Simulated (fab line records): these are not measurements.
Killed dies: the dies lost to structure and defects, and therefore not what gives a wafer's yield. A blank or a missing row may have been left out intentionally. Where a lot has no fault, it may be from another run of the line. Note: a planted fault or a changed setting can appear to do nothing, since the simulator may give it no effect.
fab line records	flow n5_finfet
record lots=7	wafers=21
route steps=1938 shown BEOL_M11@1575 BEOL_M12@1605 BEOL_M13@1680 BEOL_M14@1743
start_h: hours from the record's opening day to when the first of the lot's shown wafers began	wait_h: how many hours have passed since the lot's step before this one	" unchanged from the row above	L1.1+2: a row that stands for several wafers	- no value, or no start given	* or withheld: withheld	< > ~ a bound
route shown NAME@n: a module of which the file shows steps, and the number in the route of the first	usual: mean/standard deviation taken from wafers without a fault	same: alike in all rows	chamber/n: place in a boat	sites: each site's reading	_std_site: how widely they spread, as a standard deviation	_edge_site: mean of outer sites minus mean of inner sites	radius_mm: for every site, how far away it sits from the centre of the wafer	mask NAME#n: copy n	behind: tool/chamber where the wafer was last shaped	hold: the reason the lot was held/the length of the hold in hours/how it ended	device: names the non-switching transistor (n, p or np)	end of line: tests of these same wafers at the route's end	a step given without rows: its recipe and nothing more	killed: at the first sort, the dies lost to defects and structure; wafer yield is something else	map: shows each die of a wafer: x if killed, . if not, _ if none is there
set.NAME: the setting that was run; set.NAME@STEP: the one run at that earlier step	model.NAME: the simulator's own value behind a step, which no gauge read
lots whose settings were changed on purpose; a table a step, a row a wafer
## steps
# step N5_BEOL_M11_VIA_ETCH_34
# recipe chemistry=C4F6/O2	target=SiCOH_lowk	target_depth_a=1845	mask_material=SOC	taper_deg=4	time_s=69.2	ion_energy_ev=250	pressure_mtorr=30	source_w=345	bias_w=185	Ar_flow_sccm=300	C4F6_flow_sccm=10	O2_flow_sccm=10
lot.wafer	tool	chamber	start_h	wait_h	set.time_s	model.etch.depth_nm
L074.2	rie_diel-02	0	255.00	0.0	69.2	186.3
L074.4	"	2	"	"	69.2	184.7
L074.6	"	0	"	"	69.2	185.3
L076.1	rie_diel-06	3	261.71	0.0	69.2	182.5
L076.4	"	1	"	"	73.48	194.7
L076.6	"	3	"	"	73.48	194.8
L080.1	rie_diel-02	0	284.92	0.0	69.2	184.5
L080.4	"	1	"	"	69.2	181.6
L080.5	"	3	"	"	69.2	181.3
L089.1	rie_diel-03	0	356.20	0.0	69.2	181.9
L089.3	"	2	"	"	69.2	187
L089.5	"	2	"	"	69.2	186.9
L083.1	rie_diel-02	0	360.99	0.0	69.2	184.3
L083.3	"	1	"	"	69.2	184.2
L083.5	"	1	"	"	69.2	183.3
L097.1	rie_diel-06	0	408.75	0.0	69.2	185.7
L097.2	"	2	"	"	69.2	182.8
L097.5	"	1	"	"	69.2	187.6
L096.3	rie_diel-02	2	426.97	0.0	69.2	184.2
L096.5	"	3	"	"	79.58	210.3
L096.6	"	0	"	"	79.58	214.9
# step N5_BEOL_M12_COAT_04
# recipe spin_rpm=1625	resist_thk_nm=400
lot.wafer	tool	chamber	start_h	wait_h	set.spin_rpm	model.coat_of_BEOL_M12_COAT_04.thk_nm
L074.2	litho_track-02	0	-	-	1625	399.2
L074.4	"	0	"	"	1625	401
L074.6	"	0	"	"	1625	400.4
L076.1	litho_track-02	0	-	-	1625	399.4
L076.4	"	0	"	"	1625	399.6
L076.6	"	0	"	"	1625	400.4
L080.1	litho_track-02	0	-	-	1625	399.8
L080.4	"	0	"	"	1625	400.6
L080.5	"	0	"	"	1625	401.4
L089.1	litho_track-02	0	-	-	1625	402.6
L089.3	"	0	"	"	1625	401.8
L089.5	"	0	"	"	1741	387
L083.1	litho_track-02	0	-	-	1625	399.8
L083.3	"	0	"	"	1625	400.6
L083.5	"	0	"	"	1625	398.4
L097.1	litho_track-03	0	-	-	1487	419.4
L097.2	"	0	"	"	1625	400.6
L097.5	"	0	"	"	1625	400.8
L096.3	litho_track-03	0	-	-	1625	400.8
L096.5	"	0	"	"	1575	404.4
L096.6	"	0	"	"	1625	400.6
# step N5_BEOL_M12_EXPOSE_07
# recipe mask_id=V11	na=0.93	source_shape=conventional	sigma_outer=0.6	polarization=unpolarized	attpsm_phase_deg=180	dose_mj=32.5
lot.wafer	tool	chamber	start_h	wait_h	mask	set.dose_mj
L074.2+4+6	krf_scanner-02	0	258.00	-	V11#0	32.5
L076.1+4	krf_scanner-01	0	264.78	-	V11#0	30.61
L076.6	"	0	"	"	V11#0	32.5
L080.1+4+5	krf_scanner-02	0	288.58	-	V11#0	32.5
L089.1+3+5	krf_scanner-01	0	359.00	-	V11#0	33.48
L083.1+3	krf_scanner-01	0	364.37	-	V11#0	33.94
L083.5	"	0	"	"	V11#0	32.5
L097.1+2+5	krf_scanner-02	0	413.81	-	V11#0	30.09
L096.3	krf_scanner-01	0	431.88	-	V11#0	32.5
L096.5+6	"	0	"	"	V11#0	33.89
# step N5_BEOL_M12_PEB_08
# recipe peb_temp_c=130	peb_time_s=90
# step N5_BEOL_M12_DEVELOP_09
# recipe develop_time_s=45	rinse_liquid=diw	dry=air_spin	dev_temp_c=21
# step N5_BEOL_M12_HARDBAKE_14
# recipe temp_c=130	time_s=120
# step N5_BEOL_M12_CD_MEAS_10
# recipe target_cd_nm=140	landing_energy_ev=500	detector=se_inlens	polarity=opening
# usual cd_nm=139.8/1.1
lot.wafer	tool	chamber	start_h	wait_h	set.dose_mj@BEOL_M12_EXPOSE_07	cd_nm
L074.2	cd_sem-03	0	258.17	-	32.5	140.1
L074.4	"	0	"	"	32.5	140.5
L074.6	"	0	"	"	32.5	140.1
L076.1	cd_sem-01	0	264.95	-	30.61	133.9
L076.4	"	0	"	"	30.61	133.5
L076.6	"	0	"	"	32.5	139.3
L080.1	cd_sem-01	0	288.75	-	32.5	139.1
L080.4	"	0	"	"	32.5	139.1
L080.5	"	0	"	"	32.5	140.2
L089.1	cd_sem-03	0	359.17	-	33.48	143.1
L089.3	"	0	"	"	33.48	142.7
L089.5	"	0	"	"	33.48	144.5
L083.1	cd_sem-02	0	364.54	-	33.94	144.0
L083.3	"	0	"	"	33.94	146.1
L083.5	"	0	"	"	32.5	139.5
L097.1	cd_sem-03	0	413.98	-	30.09	128.1
L097.2	"	0	"	"	30.09	128.1
L097.5	"	0	"	"	30.09	131.2
L096.3	cd_sem-01	0	432.04	-	32.5	142.1
L096.5	"	0	"	"	33.89	144.4
L096.6	"	0	"	"	33.89	146.2
# step N5_BEOL_M12_DESCUM_15
# recipe chemistry=O2	time_s=7.9	source_power_w=50	bias_power_w=20	pressure_mtorr=20	rf_frequency_hz=2.712e+07	temp_c=40	o2_flow_sccm=225
# step N5_BEOL_M12_ETCH_59
# recipe chemistry=N2/H2	target=BARC	target_depth_a=890	overetch_a=267	time_s=67.9	ion_energy_ev=200	pressure_mtorr=30	source_w=840	bias_w=150	n2_flow_sccm=200	h2_flow_sccm=200
lot.wafer	tool	chamber	start_h	wait_h	set.spin_rpm@BEOL_M12_COAT_04	model.coat_of_BEOL_M12_COAT_04.thk_nm
L074.2	rie_diel-05	1	258.57	0.0	1625	316.8
L074.4	"	2	"	"	1625	318.8
L074.6	"	0	"	"	1625	319
L076.1+4	rie_diel-05	3,1	265.29	0.0	1625	316.6
L076.6	"	1	"	"	1625	317.8
L080.1	rie_diel-05	2	288.93	0.0	1625	318.8
L080.4	"	3	"	"	1625	318.4
L080.5	"	1	"	"	1625	320.2
L089.1	rie_diel-04	2	359.29	0.0	1625	322.2
L089.3	"	1	"	"	1625	318.6
L089.5	"	0	"	"	1741	305.4
L083.1	rie_diel-01	1	364.67	0.0	1625	318.4
L083.3	"	2	"	"	1625	318.2
L083.5	"	3	"	"	1625	316
L097.1	rie_diel-05	0	414.10	0.0	1487	338.6
L097.2	"	1	"	"	1625	319
L097.5	"	2	"	"	1625	316.8
L096.3	rie_diel-01	0	432.56	0.0	1625	319.6
L096.5	"	0	"	"	1575	322.8
L096.6	"	3	"	"	1625	318.8
# step N5_BEOL_M12_VIA_ETCH_16
# recipe chemistry=C4F8/O2/Ar	target=SiOC	pressure_mtorr=30	source_w=3000	bias_w=700	Ar_flow_sccm=400	C4F8_flow_sccm=15	O2_flow_sccm=8	he_inner_torr=15	he_outer_torr=30	target_depth_a=7248	time_s=withheld	ion_energy_ev=250	ends=cleared
lot.wafer	tool	chamber	start_h	wait_h	set.spin_rpm@BEOL_M12_COAT_04	model.coat_of_BEOL_M12_COAT_04.thk_nm
L074.2+6	rie_diel-05	1,0	258.62	0.0	1625	124.4
L074.4	"	2	"	"	1625	123.6
L076.1	rie_diel-05	3	265.35	0.0	1625	123.2
L076.4	"	1	"	"	1625	117.6
L076.6	"	1	"	"	1625	121.8
L080.1	rie_diel-05	2	288.98	0.0	1625	127.4
L080.4	"	3	"	"	1625	124.2
L080.5	"	1	"	"	1625	124
L089.1	rie_diel-04	2	359.34	0.0	1625	130
L089.3	"	1	"	"	1625	126.8
L089.5	"	0	"	"	1741	109.2
L083.1+3	rie_diel-01	1,2	364.72	0.0	1625	126
L083.5	"	3	"	"	1625	122.4
L097.1	rie_diel-05	0	414.16	0.0	1487	149.2
L097.2	"	1	"	"	1625	126.6
L097.5	"	2	"	"	1625	121
L096.3	rie_diel-01	0	432.62	0.0	1625	126
L096.5	"	0	"	"	1575	129.6
L096.6	"	3	"	"	1625	123.2
# step N5_BEOL_M12_STRIP_63
# recipe chemistry=N2/H2	power_w=1000	temp_c=250	h2_frac=0.65	overash_fraction=0.3	pressure_mtorr=1000	n2_flow_sccm=1750	h2_flow_sccm=3250
# usual strip_time_to_endpoint_s=42.6/0.78
lot.wafer	tool	chamber	start_h	wait_h	set.spin_rpm@BEOL_M12_COAT_04	strip_time_to_endpoint_s
L074.2	plasma_asher-02	0	258.82	-	1625	42.8
L074.4	"	0	"	"	1625	42.7
L074.6	"	1	"	"	1625	42.8
L076.1	plasma_asher-02	0	265.54	-	1625	42.5
L076.4	"	0	"	"	1625	41.0
L076.6	"	1	"	"	1625	42.2
L080.1	plasma_asher-02	0	289.18	-	1625	43.7
L080.4	"	0	"	"	1625	42.8
L080.5	"	1	"	"	1625	42.7
L089.1	plasma_asher-01	0	359.54	-	1625	44.4
L089.3	"	0	"	"	1625	43.5
L089.5	"	0	"	"	1741	38.8
L083.1	plasma_asher-02	1	364.92	-	1625	43.3
L083.3	"	0	"	"	1625	43.3
L083.5	"	1	"	"	1625	42.3
L097.1	plasma_asher-01	0	414.36	-	1487	49.5
L097.2	"	1	"	"	1625	43.5
L097.5	"	1	"	"	1625	41.9
L096.3	plasma_asher-01	1	432.83	-	1625	43.3
L096.5	"	1	"	"	1575	44.3
L096.6	"	0	"	"	1625	42.6
# step N5_BEOL_M12_STRIP_64
# recipe chemistry=N2/H2	power_w=1000	temp_c=250	h2_frac=0.65	overash_fraction=0.3	pressure_mtorr=withheld	n2_flow_sccm=1750	h2_flow_sccm=3250
# step N5_BEOL_M12_STRIP_71
# recipe chemistry=post_etch_residue_remover	time_s=60	temp_c=25	remover_ph=withheld	remover_water_wt_pct=withheld	remover_fluoride_wt_pct=withheld
# step N5_BEOL_M12_SRD_72
# recipe time_s=30	temp_c=23	rinse_liquid=diw	dry=n2_spin	spin_rpm=1500	dry_time_s=30
# step N5_BEOL_M12_CD_MEAS_17
# recipe target_cd_nm=140	polarity=opening
# usual cd_nm=139.9/1.4
lot.wafer	tool	chamber	start_h	wait_h	set.dose_mj@BEOL_M12_EXPOSE_07	cd_nm
L074.2	cd_sem-03	-	259.03	0.0	32.5	139.3
L074.4	"	-	"	"	32.5	140.2
L074.6	"	-	"	"	32.5	139.3
L076.1	cd_sem-02	-	265.75	0.0	30.61	132.9
L076.4	"	-	"	"	30.61	132.7
L076.6	"	-	"	"	32.5	139.0
L080.1	cd_sem-01	-	289.39	0.0	32.5	139.9
L080.4	"	-	"	"	32.5	138.0
L080.5	"	-	"	"	32.5	140.5
L089.1	cd_sem-03	-	359.75	0.0	33.48	142.6
L089.3	"	-	"	"	33.48	142.9
L089.5	"	-	"	"	33.48	144.4
L083.1	cd_sem-02	-	365.13	0.0	33.94	144.9
L083.3	"	-	"	"	33.94	145.9
L083.5	"	-	"	"	32.5	139.0
L097.1	cd_sem-02	-	414.58	0.0	30.09	128.2
L097.2	"	-	"	"	30.09	128.2
L097.5	"	-	"	"	30.09	131.3
L096.3	cd_sem-03	-	433.04	0.0	32.5	142.6
L096.5	"	-	"	"	33.89	145.1
L096.6	"	-	"	"	33.89	147.3
# step N5_BEOL_M13_COAT_65
# recipe resist=SOC	temp_c=250	time_s=60	spin_rpm=1500	resist_thk_nm=350
lot.wafer	tool	chamber	start_h	wait_h	set.spin_rpm	model.SOC_of_BEOL_M13_COAT_65.thk_nm
L074.2	litho_track-01	0	263.39	0.0	1500	350.2
L074.4	"	0	"	"	1500	350.8
L074.6	"	0	"	"	1500	351.2
L076.1	litho_track-05	0	271.20	0.0	1500	349.4
L076.4	"	0	"	"	1500	348.2
L076.6	"	0	"	"	1500	349.8
L080.1+4	litho_track-01	0	295.57	0.0	1500	351
L080.5	"	0	"	"	1500	349.4
L089.1	litho_track-04	0	367.36	0.0	1332	373.2
L089.3+5	"	0	"	"	1500	350.6
L083.1	litho_track-05	0	369.73	0.0	1558	344.4
L083.3	"	0	"	"	1500	350.6
L083.5	"	0	"	"	1558	343.2
L097.1	litho_track-05	0	419.49	0.0	1579	344
L097.2	"	0	"	"	1500	351.8
L097.5	"	0	"	"	1579	342.4
L096.3	litho_track-05	0	438.48	0.0	1500	348.2
L096.5	"	0	"	"	1500	349.4
L096.6	"	0	"	"	1346	366.8
# step N5_BEOL_M14_PEB_26
# recipe peb_temp_c=130	peb_time_s=90
lot.wafer	tool	chamber	start_h	wait_h	set.peb_temp_c
L074.2+4+6	litho_track-01	0	269.40	0.0	130
L076.1+4+6	litho_track-01	0	276.68	0.1	130
L080.1+5	litho_track-03	0	301.70	0.1	132
L080.4	"	0	"	"	130
L089.1	litho_track-03	0	372.53	0.1	130
L089.3+5	"	0	"	"	127.2
L083.1+3+5	litho_track-01	0	379.14	0.1	131.2
L097.1+2+5	litho_track-03	0	425.09	0.1	130
L096.3+5+6	litho_track-02	0	444.90	0.0	130
# step N5_BEOL_M14_DEVELOP_27
# recipe develop_time_s=45	rinse_liquid=diw	dry=air_spin	dev_temp_c=21
# step N5_BEOL_M14_HARDBAKE_32
# recipe temp_c=130	time_s=120
# step N5_BEOL_M14_CD_MEAS_28
# recipe target_cd_nm=284.4	landing_energy_ev=500	detector=se_inlens
# usual cd_nm=284.9/1.2
lot.wafer	tool	chamber	start_h	wait_h	set.peb_temp_c@BEOL_M14_PEB_26	cd_nm
L074.2	cd_sem-03	0	269.52	-	130	283.5
L074.4	"	0	"	"	130	286.1
L074.6	"	0	"	"	130	285.7
L076.1	cd_sem-02	0	276.80	-	130	285.5
L076.4	"	0	"	"	130	287.0
L076.6	"	0	"	"	130	286.8
L080.1	cd_sem-02	0	301.81	-	132	292.8
L080.4	"	0	"	"	130	285.4
L080.5	"	0	"	"	132	294.2
L089.1	cd_sem-02	0	372.65	-	130	285.1
L089.3	"	0	"	"	127.2	270.1
L089.5	"	0	"	"	127.2	269.9
L083.1	cd_sem-03	0	379.26	-	131.2	290.3
L083.3	"	0	"	"	131.2	290.9
L083.5	"	0	"	"	131.2	289.9
L097.1	cd_sem-03	0	425.20	-	130	286.3
L097.2	"	0	"	"	130	285.6
L097.5	"	0	"	"	130	285.2
L096.3	cd_sem-01	0	445.01	-	130	283.4
L096.5	"	0	"	"	130	285.2
L096.6	"	0	"	"	130	283.9
# step N5_BEOL_M14_DESCUM_33
# recipe chemistry=O2	time_s=7.9	source_power_w=50	bias_power_w=20	pressure_mtorr=20	rf_frequency_hz=2.712e+07	temp_c=40	o2_flow_sccm=225
lot.wafer	tool	chamber	start_h	wait_h	set.peb_temp_c@BEOL_M14_PEB_26	model.BEOL_M14.cd_nm
L074.2	rie_diel-04	2	269.61	0.0	130	283.4
L074.4	"	0	"	"	130	286.2
L074.6	"	3	"	"	130	285.8
L076.1	rie_diel-01	0	276.91	0.1	130	285.4
L076.4+6	"	2	"	"	130	286.8
L080.1	rie_diel-04	2	301.90	0.0	132	292.6
L080.4	"	0	"	"	130	285.2
L080.5	"	3	"	"	132	294.4
L089.1	rie_diel-05	1	373.17	0.5	130	284.8
L089.3	"	3	"	"	127.2	269.6
L089.5	"	3	"	"	127.2	269.8
L083.1	rie_diel-05	1	379.34	0.0	131.2	290.2
L083.3	"	0	"	"	131.2	291
L083.5	"	2	"	"	131.2	290
L097.1	rie_diel-04	3	425.29	0.0	130	286
L097.2	"	1	"	"	130	285.4
L097.5	"	0	"	"	130	285.2
L096.3	rie_diel-04	1	445.10	0.0	130	283.2
L096.5	"	0	"	"	130	285.2
L096.6	"	3	"	"	130	284.2
# step N5_BEOL_M14_ETCH_68
# recipe chemistry=N2/H2	target=SOC	mask_material=SiARC	source_w=3000	bias_w=350	temp_c=40	time_s=450	ion_energy_ev=200	pressure_mtorr=30	n2_flow_sccm=200	h2_flow_sccm=200
lot.wafer	tool	chamber	start_h	wait_h	set.time_s	set.peb_temp_c@BEOL_M14_PEB_26	model.BEOL_M14.cd_nm
L074.2	rie_diel-04	2	269.79	0.1	450	130	276.6
L074.4	"	0	"	"	450	130	279.8
L074.6	"	3	"	"	450	130	278.4
L076.1	rie_diel-01	0	277.09	0.1	450	130	278.6
L076.4	"	2	"	"	450	130	282.6
L076.6	"	2	"	"	450	130	281.2
L080.1	rie_diel-04	2	302.08	0.1	450	132	286.6
L080.4	"	0	"	"	450	130	279.2
L080.5	"	3	"	"	450	132	289.4
L089.1	rie_diel-05	1	373.35	0.1	549.7	130	282.2
L089.3	"	3	"	"	549.7	127.2	266.2
L089.5	"	3	"	"	549.7	127.2	265.6
L083.1	rie_diel-05	1	379.53	0.1	450	131.2	287.4
L083.3	"	0	"	"	450	131.2	288.6
L083.5	"	2	"	"	450	131.2	287.6
L097.1+2	rie_diel-04	3,1	425.47	0.1	450	130	281.4
L097.5	"	0	"	"	450	130	279.6
L096.3	rie_diel-04	1	445.28	0.1	450	130	279.4
L096.5	"	0	"	"	450	130	279.8
L096.6	"	3	"	"	550.7	130	281.2
# step N5_BEOL_M14_STRIP_69
# recipe chemistry=N2/H2	temp_c=40	n2_flow_sccm=200	h2_flow_sccm=200	rf_frequency_hz=6e+07
# step N5_BEOL_M14_TRENCH_ETCH_34
# recipe chemistry=C4F8/O2/Ar	target=SiO2	target_depth_a=5566.5	mask_material=SOC	he_inner_torr=15	he_outer_torr=30	time_s=126.9	ion_energy_ev=800	pressure_mtorr=20	source_w=1905	bias_w=2040	Ar_flow_sccm=400	C4F8_flow_sccm=16	O2_flow_sccm=12
lot.wafer	tool	chamber	start_h	wait_h	set.peb_temp_c@BEOL_M14_PEB_26	model.BEOL_M14.cd_nm
L074.2	rie_diel-04	2	270.06	0.0	130	276.6
L074.4	"	0	"	"	130	280.2
L074.6	"	3	"	"	130	278.4
L076.1	rie_diel-01	0	277.37	0.0	130	279
L076.4	"	2	"	"	130	283
L076.6	"	2	"	"	130	281.6
L080.1	rie_diel-04	2	302.35	0.0	132	286.6
L080.4	"	0	"	"	130	279.4
L080.5	"	3	"	"	132	289.4
L089.1	rie_diel-05	1	373.62	0.0	130	282.4
L089.3	"	3	"	"	127.2	266
L089.5	"	3	"	"	127.2	265.6
L083.1	rie_diel-05	1	379.80	0.0	131.2	287.6
L083.3	"	0	"	"	131.2	288.6
L083.5	"	2	"	"	131.2	288
L097.1	rie_diel-04	3	425.75	0.0	130	281.4
L097.2	"	1	"	"	130	281
L097.5	"	0	"	"	130	279.4
L096.3	rie_diel-04	1	445.55	0.0	130	279.6
L096.5	"	0	"	"	130	279.8
L096.6	"	3	"	"	130	281
## key
split step=N5_BEOL_M11_VIA_ETCH_34	setting=time_s	stated=69.2	by=wafer
response step=N5_BEOL_M11_VIA_ETCH_34	reading=model.etch.depth_nm	change=+1.91	per=1%	r=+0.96
split step=N5_BEOL_M12_COAT_04	setting=spin_rpm	stated=1625	by=wafer
response step=N5_BEOL_M12_COAT_04	reading=model.coat_of_BEOL_M12_COAT_04.thk_nm	change=-2.1	per=1%	r=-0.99
response step=N5_BEOL_M12_ETCH_59	reading=model.coat_of_BEOL_M12_COAT_04.thk_nm	change=-2.22	per=1%	r=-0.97
response step=N5_BEOL_M12_VIA_ETCH_16	reading=model.coat_of_BEOL_M12_COAT_04.thk_nm	change=-2.78	per=1%	r=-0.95
response step=N5_BEOL_M12_STRIP_63	reading=strip_time_to_endpoint_s	change=*	per=1%	r=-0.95
split step=N5_BEOL_M12_EXPOSE_07	setting=dose_mj	stated=32.5	by=wafer
response step=N5_BEOL_M12_CD_MEAS_10	reading=cd_nm	change=+0.981	per=1%	r=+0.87
response step=N5_BEOL_M12_CD_MEAS_17	reading=cd_nm	change=+1.12	per=1%	r=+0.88
split step=N5_BEOL_M13_COAT_65	setting=spin_rpm	stated=1500	by=wafer
response step=N5_BEOL_M13_COAT_65	reading=model.SOC_of_BEOL_M13_COAT_65.thk_nm	change=-1.86	per=1%	r=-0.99
split step=N5_BEOL_M14_PEB_26	setting=peb_temp_c	stated=130	by=wafer
response step=N5_BEOL_M14_CD_MEAS_28	reading=cd_nm	change=+6.43	per=1%	r=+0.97
response step=N5_BEOL_M14_DESCUM_33	reading=model.BEOL_M14.cd_nm	change=+6.46	per=1%	r=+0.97
response step=N5_BEOL_M14_ETCH_68	reading=model.BEOL_M14.cd_nm	change=+6.94	per=1%	r=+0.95
response step=N5_BEOL_M14_TRENCH_ETCH_34	reading=model.BEOL_M14.cd_nm	change=+6.99	per=1%	r=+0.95
split step=N5_BEOL_M14_ETCH_68	setting=time_s	stated=450	by=wafer
response none clear
